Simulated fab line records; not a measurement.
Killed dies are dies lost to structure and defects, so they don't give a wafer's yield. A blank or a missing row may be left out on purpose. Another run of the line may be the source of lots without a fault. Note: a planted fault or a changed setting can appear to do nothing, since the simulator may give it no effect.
fab line records | flow n5_finfet
record: lots: 4 wafers: 12 last_day: 19
route steps=1938 shown BEOL_M4@1099 BEOL_M5@1112 BEOL_M13@1699 PASSIVATION@1936
lots with no fault: from the same line, run without faults
start_h: start of the lot's first displayed wafer, in hours after the record's first day | wait_h: hours elapsed since this lot's preceding step | " identical to the entry in the row above | L1.1+2: a row that stands for several wafers | - no value, or no start given | * or withheld: withheld | < > ~ a bound
route shown NAME@n: names a module that has steps shown in the file, with the first one's number in the route | usual: mean and standard deviation over wafers with no fault | same: alike in all rows | chamber/n: place in a boat | sites: per-site readings | _std_site: their standard deviation | _edge_site: the outer-site mean with the inner-site mean subtracted | radius_mm: for every site, how far away it sits from the centre of the wafer | mask NAME#n: copy n | behind: the tool/chamber that last shaped the wafer | hold: why the lot was held/for how many hours/how that ended | device: the n, p or np transistor that did not switch | end of line: tests run on the same wafers once the route is complete | step lacking rows: just its recipe | killed: the dies lost at the first sort to structure and to defects; this is not the yield of the wafer | map: a wafer's dies, marking killed ones x, the rest . and places with no die _
set.NAME: the run value of the setting; set.NAME@STEP: its run value at that earlier step | model.NAME: the simulator's own value behind a step, which no gauge read
lots at some steps of the route; a table a step, a row a wafer
== steps ==
step: N5_BEOL_M4_ANNEAL_95
recipe: temp_c: 400 time_s: 240 ambient: vacuum
step: N5_BEOL_M4_SPUTTER_96
recipe: material: Cu target_thk_a: 45 temp_c: -20 chamber_pressure_pa: 0.07 power_w: withheld time_s: 8.29
step: N5_BEOL_M4_ECD_50
recipe: material: Cu target_thk_a: 3000
step: N5_BEOL_M4_ANNEAL_51
recipe: temp_c: 225 time_s: 90 ambient: N2
step: N5_BEOL_M4_CMP_52
recipe: stop_on: SiOC t_overpolish_s: 6.8 down_force_psi: 1 platen_rpm: 50 clearing_platen_down_force_psi: 1.5 clearing_platen_rpm: 50 post_cmp_clean: cu_alkaline target_thk_nm: 40 clearing_platen_pad_velocity_m_s: 0.99484 pad_velocity_m_s: 0.99484
step: N5_BEOL_M4_PRE_CLEAN_60
recipe: gas: NH3/H2 time_s: 15 temp_c: * rf_power_w: 300
step: N5_BEOL_M4_CO_CAP_55
recipe: material: Co target_thk_a: 20 temp_c: 200 precursor: CCTBA/H2 pressure_torr: 30 time_s: 102.1
step: N5_BEOL_M4_PRE_CLEAN_56
recipe: gas: NH3 time_s: 15 temp_c: withheld rf_power_w: 300
step: N5_BEOL_M4_DEP_57
recipe: material: SiCN target_thk_a: 80 temp_c: withheld precursor: 3MS/NH3 pressure_torr: 3 rf_w: 202 time_s: 14
step: N5_BEOL_M4_RC_MEAS_101
usual: DIBL_N: 36.3/1.2 DIBL_P: 36.3/1.4 IOFF_N: 0.160/0.02 IOFF_P: 0.210/0.025 ION_N: 675/9.5 ION_P: 462/7 SS_N: 71.5/0.53 SS_P: 73.4/0.55 VT_N: 249.5/2.6 VT_P: -250.1/2.9
columns lot.wafer tool chamber start_h wait_h DIBL_N[mV/V] DIBL_P[mV/V] IOFF_N[nA/um] IOFF_P[nA/um] ION_N[uA/um] ION_P[uA/um] SS_N[mV/dec] SS_P[mV/dec] VT_N[mV] VT_P[mV]
L702.3 prober-02 0 283.28 0.3 36.1 35.6 0.153 0.206 670 455 72.4 74.4 250.6 -252.6
L702.4 " 0 " " 35.7 35.1 0.140 0.183 656 457 71.8 73.2 254.5 -253.1
L702.6 " 0 " " 34.8 35.5 0.134 0.198 680 465 71.3 73.1 250.1 -254.4
L709.1 prober-02 0 338.15 0.0 38.0 39.3 0.195 0.254 681 471 71.8 72.9 247.0 -247.5
L709.2 " 0 " " 36.0 36.0 0.144 0.194 675 463 71.4 73.5 249.6 -252.1
L709.6 " 0 " " 38.7 39.4 0.194 0.248 692 471 71.4 74.3 245.6 -246.6
L712.2 prober-01 0 344.78 0.2 35.6 36.0 0.156 0.203 679 467 71.0 73.2 250.4 -251.1
L712.3 " 0 " " 34.5 34.2 0.126 0.171 667 456 70.7 72.8 252.0 -252.9
L712.6 " 0 " " 35.7 35.7 0.150 0.198 676 461 70.9 73.6 252.8 -251.7
L714.2 prober-01 0 356.15 0.2 36.0 37.3 0.190 0.201 660 448 72.0 72.8 247.1 -254.9
L714.3 " 0 " " 35.3 37.3 0.179 0.207 670 450 71.0 73.1 247.2 -250.9
L714.5 " 0 " " 36.7 38.6 0.202 0.221 684 455 71.5 73.9 247.4 -252.8
step: N5_BEOL_M5_ILD_DEP_00
recipe: material: SiCOH_lowk target_thk_a: 1406.4 temp_c: 300 precursor: DEMS/porogen pressure_torr: 5 rf_w: 500 time_s: 25.9
step: N5_BEOL_M5_CURE_79
recipe: temp_c: 385 time_s: 240 ambient: He/Ar material: SiCOH_lowk
step: N5_BEOL_M5_PECVD_70
recipe: material: SiO2 target_thk_a: 160 temp_c: 400 precursor: TEOS/O2 pressure_torr: 5.5 rf_w: 450 teos_flow_sccm: 53.8 gas: O2 flow_sccm: 3000 time_s: 18
step: N5_BEOL_M5_HM_DEP_02
recipe: material: TiN target_thk_a: 200 temp_c: 25 chamber_pressure_pa: 0.49996
step: N5_BEOL_M5_COAT_59
recipe: resist: SOC temp_c: 250 time_s: 60 spin_rpm: 1500 resist_thk_nm: 60
step: N5_BEOL_M5_COAT_60
recipe: resist: SiARC temp_c: 220 time_s: 60 spin_rpm: 1500 resist_thk_nm: 12
step: N5_BEOL_M5_COAT_71
recipe: resist: underlayer temp_c: 205 time_s: 60 spin_rpm: 1500 resist_thk_nm: 5
step: N5_BEOL_M5_COAT_05
recipe: resist: CAR-EUV spin_rpm: 1500 resist_thk_nm: 30
step: N5_BEOL_M5_EBR_07
recipe: solvent: PGMEA ebr_width_mm: 1.5
step: N5_BEOL_M5_SOFTBAKE_06
recipe: temp_c: 110 time_s: 60 resist: CAR-EUV
step: N5_BEOL_M5_EXPOSE_08
recipe: mask_id: M5 na: 0.33 source_shape: annular sigma_inner: 0.4 sigma_outer: 0.8 polarization: unpolarized target_cd_nm: 28 dose_mj: 35.75
step: N5_BEOL_M5_PEB_09
recipe: peb_temp_c: 100 peb_time_s: 60 resist: CAR-EUV
step: N5_BEOL_M5_DEVELOP_10
recipe: develop_time_s: 30 developer: TMAH resist: CAR-EUV rinse_liquid: surfactant_rinse dry: air_spin dev_temp_c: 23
step: N5_BEOL_M5_DESCUM_16
recipe: chemistry: O2 time_s: 7 source_power_w: 50 bias_power_w: 20 pressure_mtorr: 20 rf_frequency_hz: 2.712e+07 temp_c: 40 resist: CAR-EUV o2_flow_sccm: 225
step: N5_BEOL_M5_ETCH_72
recipe: chemistry: N2/H2 target: underlayer target_depth_a: 65 mask_material: CAR-EUV time_s: 5.2 ion_energy_ev: 200 pressure_mtorr: 30 source_w: 840 bias_w: 150 n2_flow_sccm: 200 h2_flow_sccm: 200 ends: cleared
step: N5_BEOL_M5_ETCH_61
recipe: chemistry: CF4 target: SiARC target_depth_a: 156 mask_material: CAR-EUV time_s: 26 ion_energy_ev: 80 pressure_mtorr: 40 source_w: 545 bias_w: 36 Ar_flow_sccm: 100 cf4_flow_sccm: 100 ends: cleared
step: N5_BEOL_M5_ETCH_62
recipe: chemistry: N2/H2 target: SOC target_depth_a: 750 overetch_a: 150 mask_material: SiARC temp_c: 40 time_s: 112.5 ion_energy_ev: 200 pressure_mtorr: 30 source_w: 840 bias_w: 150 n2_flow_sccm: 200 h2_flow_sccm: 200
step: N5_BEOL_M5_STRIP_63
recipe: chemistry: N2/H2 temp_c: 40 n2_flow_sccm: 200 h2_flow_sccm: 200 rf_frequency_hz: 6e+07
step: N5_BEOL_M5_STRIP_73
recipe: chemistry: N2/H2 temp_c: 40 n2_flow_sccm: 200 h2_flow_sccm: 200 rf_frequency_hz: 6e+07
step: N5_BEOL_M5_STRIP_64
recipe: chemistry: CF4 resist: SiARC power_w: 300 bias_power_w: 75 pressure_mtorr: 50 cf4_flow_sccm: 150 rf_frequency_hz: 6e+07
step: N5_BEOL_M5_HM_OPEN_17
recipe: chemistry: Cl2/BCl3 target_depth_a: 200 overetch_a: 60 target: TiN mask_material: SOC ion_energy_ev: 150 pressure_mtorr: 10 icp_w: 1000 bias_w: 126 Cl2_flow_sccm: 53.25 bcl3_flow_sccm: 21.75 Ar_flow_sccm: 25
step: N5_BEOL_M5_STRIP_19
recipe: chemistry: O2 power_w: 400 temp_c: 40 pressure_mtorr: 30 rf_frequency_hz: 6e+07 bias_power_w: 0 overash_fraction: 0.2 o2_flow_sccm: 225
step: N5_BEOL_M5_COAT_65
recipe: resist: SOC temp_c: 250 time_s: 60 spin_rpm: 1500 resist_thk_nm: 60
step: N5_BEOL_M5_COAT_66
recipe: resist: SiARC temp_c: 220 time_s: 60 spin_rpm: 1500 resist_thk_nm: 12
step: N5_BEOL_M13_STRIP_37
recipe: chemistry: N2/H2 power_w: 1000 temp_c: 250 h2_frac: 0.65 overash_fraction: 0.3 pressure_mtorr: withheld n2_flow_sccm: 1750 h2_flow_sccm: 3250
usual: drypump_motor_current_A: 5.6/0.66 h2_flow_sccm: 3250/10 heater_power_w: 325/49 n2_flow_sccm: 1750/5.1 oes_product_au: 0.785/0.011
columns lot.wafer tool chamber start_h wait_h drypump_motor_current_A h2_flow_sccm heater_power_w n2_flow_sccm oes_product_au rf_hours_counter_h
L702.3 plasma_asher-02 0 355.88 0.1 6.1 3253 284 1751 0.784 -
L702.4 " 1 " " 6.5 3232 415 1753 0.792 -
L702.6 " 1 " " 6.5 3247 415 1760 0.790 -
L709.1 plasma_asher-02 0 423.91 0.0 - - - - - -
L709.2 " 1 " " - - - - - -
L709.6 " 0 " " - - - - - -
L712.2 plasma_asher-02 1 424.50 0.0 - - - - - -
L712.3 " 0 " " - - - - - -
L712.6 " 1 " " - - - - - -
L714.2 plasma_asher-01 1 429.09 0.0 4.7 3262 346 1753 0.774 128
L714.3 " 0 " " 5.8 3247 292 1748 0.785 -
L714.5 " 1 " " 4.7 3264 347 1742 0.776 -
step: N5_PASSIVATION_PROBE_49
usual: defect_limited_yield: 90.9/1.3 killed_at_M0_to_M3: 36/11 killed_at_M4_up: 13/5.1 killed_at_contacts: 14/4.9 killed_at_front_end: 41/10 killed_at_other: 3.4/2.6 killed_dies: 107/16 killed_on_rim: 14/4 killed_open: 70/11 killed_short: 36/7.8 sort_bin_5_function: 5.4/0.84 sort_bin_6_memory: 3.4/0.67 sort_n_pass: 1073/16 sort_yield_pct: 90.9/1.3
same: gross_dies: 1180 killed_at_back_side: 0 sort_bin_4_leakage[%]: 0 sort_bin_8_speed[%]: 0
columns lot.wafer tool chamber start_h wait_h defect_limited_yield[%] killed_at_M0_to_M3 killed_at_M4_up killed_at_contacts killed_at_front_end killed_at_other killed_dies killed_on_rim killed_open killed_short sort_bin_5_function[%] sort_bin_6_memory[%] sort_n_pass sort_yield_pct[%]
L709.1 prober-01 - 462.36 0.0 0 37 1087 11 44 1 1180 152 61 41 96.4 3.3 0 0
L709.2 prober-01 - 462.41 0.1 0 54 1056 14 53 3 1180 152 88 43 95.9 3.5 0 0
L709.6 prober-01 - 462.61 0.3 0 43 1079 18 38 2 1180 152 82 33 95.3 4.3 0 0
L712.2 prober-02 - 465.15 0.2 0 49 1083 15 31 2 1180 152 66 37 96.5 3.4 0 0
L712.3 prober-02 - 465.20 0.3 0 49 1075 25 31 0 1180 152 78 38 96.3 3.1 0 0
L712.6 prober-02 - 465.35 0.4 0 59 1079 19 21 2 1180 152 80 38 96.4 3.6 0 0
killed by level:class
L709.1 BEOL_M13:area_sputter=1078 FIN_SAQP:geometric_particle:short=17 MOL_CONTACT_COAG:geometric_particle:open=9 STI_FIN_REVEAL:geometric_particle:open=8 BEOL_M3:geometric_particle:open=7 BEOL_M0_SAQP:geometric_particle:open=7 BEOL_M2:geometric_particle:open=7 FIN_SAQP:geometric_particle:open=6
L709.2 BEOL_M13:area_sputter=1047 FIN_SAQP:geometric_particle:open=17 FIN_SAQP:geometric_particle:short=13 BEOL_M0_SAQP:geometric_particle:short=13 BEOL_M1:geometric_particle:open=11 STI_FIN_REVEAL:geometric_particle:open=10 MOL_CONTACT_COAG:geometric_particle:open=9 BEOL_M0_SAQP:geometric_particle:open=9
L709.6 BEOL_M13:area_sputter=1065 STI_FIN_REVEAL:geometric_particle:open=16 BEOL_M2:geometric_particle:open=14 MOL_CONTACT_COAG:geometric_particle:open=12 BEOL_M1:geometric_particle:open=9 MOL_CONTACT_COAG:geometric_particle:short=6 BEOL_M6:geometric_particle:open=6 FIN_SAQP:geometric_particle:open=5
L712.2 BEOL_M13:area_sputter=1077 MOL_CONTACT_COAG:geometric_particle:open=13 BEOL_M3:geometric_particle:open=13 GATE_CUT:geometric_particle:short=8 BEOL_M1:geometric_particle:open=7 STI_FIN_REVEAL:geometric_particle:open=7 BEOL_M0_SAQP:geometric_particle:short=7 BEOL_M3:geometric_particle:short=7
L712.3 BEOL_M13:area_sputter=1064 BEOL_M3:geometric_particle:open=25 MOL_CONTACT_COAG:geometric_particle:open=21 BEOL_M0_SAQP:geometric_particle:short=11 GATE_CUT:geometric_particle:short=9 STI_FIN_REVEAL:geometric_particle:open=4 DUMMY_GATE:geometric_particle:open=4 MOL_CONTACT_COAG:geometric_particle:short=4
L712.6 BEOL_M13:area_sputter=1061 BEOL_M3:geometric_particle:open=16 MOL_CONTACT_COAG:geometric_particle:open=13 BEOL_M0_SAQP:geometric_particle:short=12 BEOL_M1:geometric_particle:open=7 BEOL_M2:geometric_particle:open=7 MOL_CONTACT_COAG:geometric_particle:short=6 BEOL_M0_SAQP:geometric_particle:open=6
map L709.1 (x killed, . not)
_________________xxxxxxxxxxxx________________
______________xxxxxxxxxxxxxxxxxx_____________
___________xxxxxxxxxxxxxxxxxxxxxxxx__________
__________xxxxxxxxxxxxxxxxxxxxxxxxxx_________
________xxxxxxxxxxxxxxxxxxxxxxxxxxxxxx_______
_______xxxxxxxxxxxxxxxxxxxxxxxxxxxxxxxx______
______xxxxxxxxxxxxxxxxxxxxxxxxxxxxxxxxxx_____
_____xxxxxxxxxxxxxxxxxxxxxxxxxxxxxxxxxxxx____
____xxxxxxxxxxxxxxxxxxxxxxxxxxxxxxxxxxxxxx___
___xxxxxxxxxxxxxxxxxxxxxxxxxxxxxxxxxxxxxxxx__
___xxxxxxxxxxxxxxxxxxxxxxxxxxxxxxxxxxxxxxxx__
__xxxxxxxxxxxxxxxxxxxxxxxxxxxxxxxxxxxxxxxxxx_
__xxxxxxxxxxxxxxxxxxxxxxxxxxxxxxxxxxxxxxxxxx_
_xxxxxxxxxxxxxxxxxxxxxxxxxxxxxxxxxxxxxxxxxxxx
_xxxxxxxxxxxxxxxxxxxxxxxxxxxxxxxxxxxxxxxxxxxx
_xxxxxxxxxxxxxxxxxxxxxxxxxxxxxxxxxxxxxxxxxxxx
_xxxxxxxxxxxxxxxxxxxxxxxxxxxxxxxxxxxxxxxxxxxx
_xxxxxxxxxxxxxxxxxxxxxxxxxxxxxxxxxxxxxxxxxxxx
_xxxxxxxxxxxxxxxxxxxxxxxxxxxxxxxxxxxxxxxxxxxx
_xxxxxxxxxxxxxxxxxxxxxxxxxxxxxxxxxxxxxxxxxxxx
_xxxxxxxxxxxxxxxxxxxxxxxxxxxxxxxxxxxxxxxxxxxx
__xxxxxxxxxxxxxxxxxxxxxxxxxxxxxxxxxxxxxxxxxx_
__xxxxxxxxxxxxxxxxxxxxxxxxxxxxxxxxxxxxxxxxxx_
___xxxxxxxxxxxxxxxxxxxxxxxxxxxxxxxxxxxxxxxx__
___xxxxxxxxxxxxxxxxxxxxxxxxxxxxxxxxxxxxxxxx__
____xxxxxxxxxxxxxxxxxxxxxxxxxxxxxxxxxxxxxx___
_____xxxxxxxxxxxxxxxxxxxxxxxxxxxxxxxxxxxx____
______xxxxxxxxxxxxxxxxxxxxxxxxxxxxxxxxxx_____
_______xxxxxxxxxxxxxxxxxxxxxxxxxxxxxxxx______
________xxxxxxxxxxxxxxxxxxxxxxxxxxxxxx_______
__________xxxxxxxxxxxxxxxxxxxxxxxxxx_________
___________xxxxxxxxxxxxxxxxxxxxxxxx__________
______________xxxxxxxxxxxxxxxxxx_____________
_________________xxxxxxxxxxxx________________
map L712.2 (x killed, . not)
_________________xxxxxxxxxxxx________________
______________xxxxxxxxxxxxxxxxxx_____________
___________xxxxxxxxxxxxxxxxxxxxxxxx__________
__________xxxxxxxxxxxxxxxxxxxxxxxxxx_________
________xxxxxxxxxxxxxxxxxxxxxxxxxxxxxx_______
_______xxxxxxxxxxxxxxxxxxxxxxxxxxxxxxxx______
______xxxxxxxxxxxxxxxxxxxxxxxxxxxxxxxxxx_____
_____xxxxxxxxxxxxxxxxxxxxxxxxxxxxxxxxxxxx____
____xxxxxxxxxxxxxxxxxxxxxxxxxxxxxxxxxxxxxx___
___xxxxxxxxxxxxxxxxxxxxxxxxxxxxxxxxxxxxxxxx__
___xxxxxxxxxxxxxxxxxxxxxxxxxxxxxxxxxxxxxxxx__
__xxxxxxxxxxxxxxxxxxxxxxxxxxxxxxxxxxxxxxxxxx_
__xxxxxxxxxxxxxxxxxxxxxxxxxxxxxxxxxxxxxxxxxx_
_xxxxxxxxxxxxxxxxxxxxxxxxxxxxxxxxxxxxxxxxxxxx
_xxxxxxxxxxxxxxxxxxxxxxxxxxxxxxxxxxxxxxxxxxxx
_xxxxxxxxxxxxxxxxxxxxxxxxxxxxxxxxxxxxxxxxxxxx
_xxxxxxxxxxxxxxxxxxxxxxxxxxxxxxxxxxxxxxxxxxxx
_xxxxxxxxxxxxxxxxxxxxxxxxxxxxxxxxxxxxxxxxxxxx
_xxxxxxxxxxxxxxxxxxxxxxxxxxxxxxxxxxxxxxxxxxxx
_xxxxxxxxxxxxxxxxxxxxxxxxxxxxxxxxxxxxxxxxxxxx
_xxxxxxxxxxxxxxxxxxxxxxxxxxxxxxxxxxxxxxxxxxxx
__xxxxxxxxxxxxxxxxxxxxxxxxxxxxxxxxxxxxxxxxxx_
__xxxxxxxxxxxxxxxxxxxxxxxxxxxxxxxxxxxxxxxxxx_
___xxxxxxxxxxxxxxxxxxxxxxxxxxxxxxxxxxxxxxxx__
___xxxxxxxxxxxxxxxxxxxxxxxxxxxxxxxxxxxxxxxx__
____xxxxxxxxxxxxxxxxxxxxxxxxxxxxxxxxxxxxxx___
_____xxxxxxxxxxxxxxxxxxxxxxxxxxxxxxxxxxxx____
______xxxxxxxxxxxxxxxxxxxxxxxxxxxxxxxxxx_____
_______xxxxxxxxxxxxxxxxxxxxxxxxxxxxxxxx______
________xxxxxxxxxxxxxxxxxxxxxxxxxxxxxx_______
__________xxxxxxxxxxxxxxxxxxxxxxxxxx_________
___________xxxxxxxxxxxxxxxxxxxxxxxx__________
______________xxxxxxxxxxxxxxxxxx_____________
_________________xxxxxxxxxxxx________________
== key ==
first_sign: step: N5_BEOL_M13_STRIP_37 reading: tool_record direction: missing
effect: step: N5_PASSIVATION_PROBE_49 reading: killed_at_M4_up direction: up sigmas: 99+ usual: 13 struck: 1076
more_kills_born_at: N5_BEOL_M13_SPUTTER_43@pvd_sputter-02: 3202 N5_BEOL_M13_SPUTTER_43@pvd_sputter-03: 3190
met_at N5_BEOL_M13_STRIP_37
struck_wafers L709.1,L709.2,L709.6,L712.2,L712.3,L712.6
later_rows_left_out L709.1,L709.2,L709.6,L712.2,L712.3,L712.6
onset_between 355.88 423.91
fault: kind: skipped_step_whole tool: plasma_asher-02 chamber: - onset_h: 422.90 steps: N5_BEOL_M13_STRIP_37 scope: struck_lots_only
later_rows_left_out: the simulator's readings of these wafers behind a module that went badly wrong aren't trusted and aren't shown, but for the sort
